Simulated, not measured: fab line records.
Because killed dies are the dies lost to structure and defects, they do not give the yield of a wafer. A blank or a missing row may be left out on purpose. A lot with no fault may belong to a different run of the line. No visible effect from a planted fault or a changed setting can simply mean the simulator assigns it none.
Which tool is to blame? | flow n5Finfet | 24 lots with 72 wafers sampled at 4 steps, on a route of 1938 steps

## WHAT THE GAUGES READ, wafer by wafer
N5_HKMG_FIN_CD_MEAS_49: target cd 202 nm.
lot  | measured     | on       | cdNm (nm)
L074 | day 3 23:21  | cdSem-02 | 202.1 200.8 201.2
L075 | day 4 09:29  | cdSem-03 | 202.0 201.0 200.6
L076 | day 4 10:32  | cdSem-01 | 201.4 201.8 203.2
L077 | day 4 20:11  | cdSem-02 | 201.8 202.3 202.5
L078 | day 5 02:09  | cdSem-01 | 202.1 200.7 200.8
L079 | day 5 06:37  | cdSem-01 | 201.9 202.1 201.4
L080 | day 5 14:42  | cdSem-02 | 201.9 201.9 201.7
L081 | day 5 17:28  | cdSem-03 | 202.9 201.4 201.4
L082 | day 6 02:39  | cdSem-01 | 200.3 201.2 201.2
L083 | day 6 06:44  | cdSem-03 | 202.0 201.0 201.9
L084 | day 6 13:26  | cdSem-03 | 202.7 202.3 201.3
L085 | day 6 19:13  | cdSem-02 | 201.7 201.3 201.3
L086 | day 7 01:35  | cdSem-03 | 203.7 202.0 200.7
L087 | day 7 08:38  | cdSem-02 | 203.8 202.6 202.3
L088 | day 7 16:41  | cdSem-02 | 201.7 201.7 201.6
L089 | day 7 18:32  | cdSem-01 | 201.9 200.6 201.4
L090 | day 8 04:30  | cdSem-02 | 201.9 203.1 203.0
L091 | day 8 11:32  | cdSem-01 | 202.2 201.6 201.2
L092 | day 8 12:25  | cdSem-02 | 202.6 201.6 200.3
L093 | day 8 22:32  | cdSem-01 | 201.7 201.8 201.2
L094 | day 8 23:58  | cdSem-01 | 201.1 201.2 202.0
L095 | day 9 05:23  | cdSem-03 | 200.9 201.1 201.9
L096 | day 9 19:36  | cdSem-03 | 201.7 201.6 202.2
L097 | day 10 00:32 | cdSem-02 | 202.4 202.4 201.6

N5_HKMG_FIN_INSPECT_14: inspects for defects (macro).
lot  | measured     | on               | rawDefectCount
L074 | day 4 02:56  | defectInspect-01 | 0 3 1
L075 | day 4 12:58  | defectInspect-02 | 0 1 2
L076 | day 4 14:02  | defectInspect-01 | 0 0 2
L077 | day 4 23:47  | defectInspect-02 | 2 4 3
L078 | day 5 05:55  | defectInspect-01 | 1 2 0
L079 | day 5 09:55  | defectInspect-02 | 0 2 4
L080 | day 5 18:11  | defectInspect-02 | 2 3 3
L081 | day 5 21:05  | defectInspect-02 | 2 0 1
L082 | day 6 06:14  | defectInspect-01 | 0 3 0
L083 | day 6 10:09  | defectInspect-02 | 2 0 4
L084 | day 6 16:49  | defectInspect-01 | 2 2 2
L085 | day 6 22:44  | defectInspect-02 | 3 1 4
L086 | day 7 05:16  | defectInspect-01 | 2 4 2
L087 | day 7 12:04  | defectInspect-01 | 3 2 1
L088 | day 7 20:06  | defectInspect-02 | 2 3 1
L089 | day 7 22:20  | defectInspect-01 | 2 1 3
L090 | day 8 07:56  | defectInspect-02 | 3 2 2
L091 | day 8 15:04  | defectInspect-01 | 3 4 4
L092 | day 8 15:50  | defectInspect-01 | 1 3 2
L093 | day 9 01:50  | defectInspect-01 | 1 4 4
L094 | day 9 03:37  | defectInspect-02 | 1 1 1
L095 | day 9 09:05  | defectInspect-01 | 3 3 2
L096 | day 9 23:08  | defectInspect-02 | 2 1 2
L097 | day 10 04:16 | defectInspect-02 | 0 4 1

## WHICH TOOL RAN EACH LOT (tool, then ch and the chambers of the sampled wafers, then the start)
lot  | N5_DUMMY_REMOVAL_STRIP_10        | N5_HKMG_FIN_ETCH_55
L074 | rieDiel-06 ch 0,2,3, day 3 21:44 | rieDiel-05 ch 1,2,3, day 3 23:33
L075 | rieDiel-04 ch 0,1,3, day 4 07:33 | rieDiel-01 ch 2,3, day 4 09:40
L076 | rieDiel-03 ch 1,2, day 4 08:35   | rieDiel-05 ch 0,1,3, day 4 10:46
L077 | rieDiel-06 ch 2,3, day 4 18:44   | rieDiel-01 ch 0,2,3, day 4 20:28
L078 | rieDiel-03 ch 0,2, day 5 00:40   | rieDiel-02 ch 0,1, day 5 02:40
L079 | rieDiel-03 ch 0,2,3, day 5 05:16 | rieDiel-05 ch 0,1,2, day 5 06:48
L080 | rieDiel-03 ch 0,1,3, day 5 13:14 | rieDiel-01 ch 0,2,3, day 5 14:53
L081 | rieDiel-04 ch 0,2,3, day 5 16:03 | rieDiel-01 ch 0,3, day 5 17:50
L082 | rieDiel-04 ch 1,2, day 6 01:05   | rieDiel-02 ch 0,2,3, day 6 02:50
L083 | rieDiel-03 ch 1,2,3, day 6 05:14 | rieDiel-05 ch 1,2,3, day 6 06:55
L084 | rieDiel-06 ch 0,1,3, day 6 12:06 | rieDiel-05 ch 0,2,3, day 6 13:41
L085 | rieDiel-03 ch 1,2,3, day 6 17:52 | rieDiel-05 ch 1,2,3, day 6 19:30
L086 | rieDiel-03 ch 0,1, day 7 00:14   | rieDiel-02 ch 0,2,3, day 7 02:01
L087 | rieDiel-03 ch 0,1,2, day 7 07:10 | rieDiel-05 ch 1,2,3, day 7 08:49
L088 | rieDiel-04 ch 0,1, day 7 15:20   | rieDiel-01 ch 1,2, day 7 16:52
L089 | rieDiel-04 ch 0,1, day 7 17:03   | rieDiel-01 ch 0,3, day 7 19:01
L090 | rieDiel-03 ch 0,2,3, day 8 03:01 | rieDiel-05 ch 0,1,3, day 8 04:48
L091 | rieDiel-06 ch 0,1,3, day 8 10:01 | rieDiel-01 ch 2,3, day 8 11:49
L092 | rieDiel-04 ch 0,2,3, day 8 10:48 | rieDiel-01 ch 0,2,3, day 8 12:36
L093 | rieDiel-03 ch 0,1, day 8 20:55   | rieDiel-02 ch 1,2,3, day 8 22:43
L094 | rieDiel-03 ch 0,3, day 8 22:18   | rieDiel-05 ch 0,1,3, day 9 00:12
L095 | rieDiel-06 ch 0,2,3, day 9 03:47 | rieDiel-05 ch 0,1, day 9 05:37
L096 | rieDiel-06 ch 0,1,3, day 9 17:55 | rieDiel-05 ch 0,1, day 9 19:50
L097 | rieDiel-03 ch 2,3, day 9 22:56   | rieDiel-01 ch 0,1,3, day 10 00:43
- N5_DUMMY_REMOVAL_STRIP_10: strips in N2/H2, time 40 s.
- N5_HKMG_FIN_ETCH_55: etches SOC in N2/H2, target depth 240 nm, time 300 s.

## AS READ BY THE TOOLS THEMSELVES (means over the sampled wafers that have a number; for cases with no such wafer, the mark the record gives instead)
N5_DUMMY_REMOVAL_STRIP_10.
lot  | tool       | drypumpMotorCurrentA (A) | oesProductAu (a.u.) | rfVppV (V) | showerheadPlenumPTorr (Torr) | throttleValvePct (%)
L074 | rieDiel-06 | 5.8                      | 0.74                | 45.4       | 3.31                         | 12.23
L075 | rieDiel-04 | 5.8                      | 0.79                | 45.8       | 3.28                         | 11.91
L076 | rieDiel-03 | 6.0                      | 0.73                | 45.1       | 3.26                         | 12.26
L077 | rieDiel-06 | 5.9                      | 0.74                | 45.2       | 3.40                         | 12.24
L078 | rieDiel-03 | 6.1                      | 0.85                | 46.0       | 3.40                         | 12.14
L079 | rieDiel-03 | 6.0                      | 0.78                | 45.1       | 3.32                         | 12.13
L080 | rieDiel-03 | 5.6                      | 0.79                | 44.6       | 3.29                         | 12.24
L081 | rieDiel-04 | 5.7                      | 0.76                | 45.7       | 3.28                         | 12.09
L082 | rieDiel-04 | 6.1                      | 0.73                | 45.4       | 3.47                         | 12.30
L083 | rieDiel-03 | 5.9                      | 0.71                | 44.9       | 3.24                         | 12.23
L084 | rieDiel-06 | 5.9                      | 0.82                | 44.4       | 3.25                         | 12.19
L085 | rieDiel-03 | 5.9                      | 0.71                | 45.1       | 3.24                         | 12.24
L086 | rieDiel-03 | 5.7                      | 0.79                | 44.8       | 3.29                         | 12.34
L087 | rieDiel-03 | 6.0                      | 0.77                | 44.2       | 3.32                         | 12.24
L088 | rieDiel-04 | 5.7                      | 0.76                | 44.6       | 3.30                         | 12.05
L089 | rieDiel-04 | 5.7                      | 0.76                | 45.0       | 3.30                         | 12.04
L090 | rieDiel-03 | 6.0                      | 0.76                | 45.5       | 3.31                         | 12.19
L091 | rieDiel-06 | 5.9                      | 0.79                | 44.1       | 3.24                         | 12.23
L092 | rieDiel-04 | 5.7                      | 0.74                | 45.2       | 3.27                         | 12.15
L093 | rieDiel-03 | 5.8                      | 0.82                | 44.5       | 3.36                         | 12.30
L094 | rieDiel-03 | 5.8                      | 0.82                | 45.9       | 3.35                         | 12.23
L095 | rieDiel-06 | 5.8                      | 0.71                | 45.0       | 3.29                         | 12.32
L096 | rieDiel-06 | 5.9                      | 0.78                | 45.3       | 3.24                         | 12.24
L097 | rieDiel-03 | 5.9                      | 0.79                | 44.8       | 3.23                         | 12.02

N5_HKMG_FIN_ETCH_55.
lot  | tool       | drypumpMotorCurrentA (A) | oesProductAu (a.u.) | rfVppV (V) | showerheadPlenumPTorr (Torr) | throttleValvePct (%)
L074 | rieDiel-05 | 5.3                      | 0.81                | 526.6      | 2.63                         | 17.8
L075 | rieDiel-01 | 5.5                      | 0.81                | 524.5      | 2.58                         | 17.9
L076 | rieDiel-05 | 5.4                      | 0.89                | 525.2      | 2.58                         | 17.7
L077 | rieDiel-01 | 5.6                      | 0.78                | 523.5      | 2.53                         | 17.9
L078 | rieDiel-02 | 4.9                      | 0.79                | 526.1      | 2.61                         | 17.9
L079 | rieDiel-05 | 5.4                      | 0.82                | 525.6      | 2.58                         | 17.7
L080 | rieDiel-01 | 5.6                      | 0.77                | 523.3      | 2.52                         | 17.9
L081 | rieDiel-01 | 5.9                      | 0.74                | 521.4      | 2.46                         | 18.2
L082 | rieDiel-02 | 5.5                      | 0.82                | 525.2      | 2.60                         | 17.8
L083 | rieDiel-05 | 5.3                      | 0.79                | 525.9      | 2.63                         | 17.8
L084 | rieDiel-05 | 5.2                      | 0.84                | 524.3      | 2.57                         | 18.0
L085 | rieDiel-05 | 5.3                      | 0.78                | 526.3      | 2.62                         | 17.8
L086 | rieDiel-02 | 5.5                      | 0.80                | 524.7      | 2.60                         | 17.8
L087 | rieDiel-05 | 5.3                      | 0.78                | 525.1      | 2.62                         | 17.8
L088 | rieDiel-01 | 5.5                      | 0.86                | 526.6      | 2.67                         | 17.9
L089 | rieDiel-01 | 6.0                      | 0.73                | 522.3      | 2.46                         | 18.2
L090 | rieDiel-05 | 5.4                      | 0.84                | 524.8      | 2.56                         | 17.8
L091 | rieDiel-01 | 5.6                      | 0.77                | 524.9      | 2.56                         | 18.0
L092 | rieDiel-01 | 5.6                      | 0.74                | 523.3      | 2.51                         | 18.0
L093 | rieDiel-02 | 5.5                      | 0.80                | 526.3      | 2.64                         | 17.8
L094 | rieDiel-05 | 5.4                      | 0.84                | 524.3      | 2.56                         | 17.8
L095 | rieDiel-05 | 5.5                      | 0.81                | 526.1      | 2.57                         | 17.4
L096 | rieDiel-05 | 5.5                      | 0.85                | 524.3      | 2.51                         | 17.7
L097 | rieDiel-01 | 5.8                      | 0.87                | 526.3      | 2.66                         | 18.0

## THE ANSWER, worked out from the rows above alone
Rule: what is usual is taken from the lots themselves. Put in order of their means at a reading, lots are off if they are a third of the lots or fewer, leave a main group of 4 or more, and stand apart from it by a gap of 3 or more times the standard deviation of the main group's means; of several such gaps the widest counts. A main group whose means are all the same, to the digits that the tables above print for the reading, isn't used. A lot without any number at a reading at which 4 lots or more have one is off too. Where the step has rows for the other lots, those lots are counted as sound. After the gauges, taken in route order, come the tools' own readings; for these a lot's mean is taken, as printed above. The first step at which some lot is off is used, and at that step the reading that is off furthest; a lot without a number counts as furthest.
No lot is off on any of the readings shown, so nothing can be concluded from this.

## WHAT THE SIMULATOR HAD INSERTED
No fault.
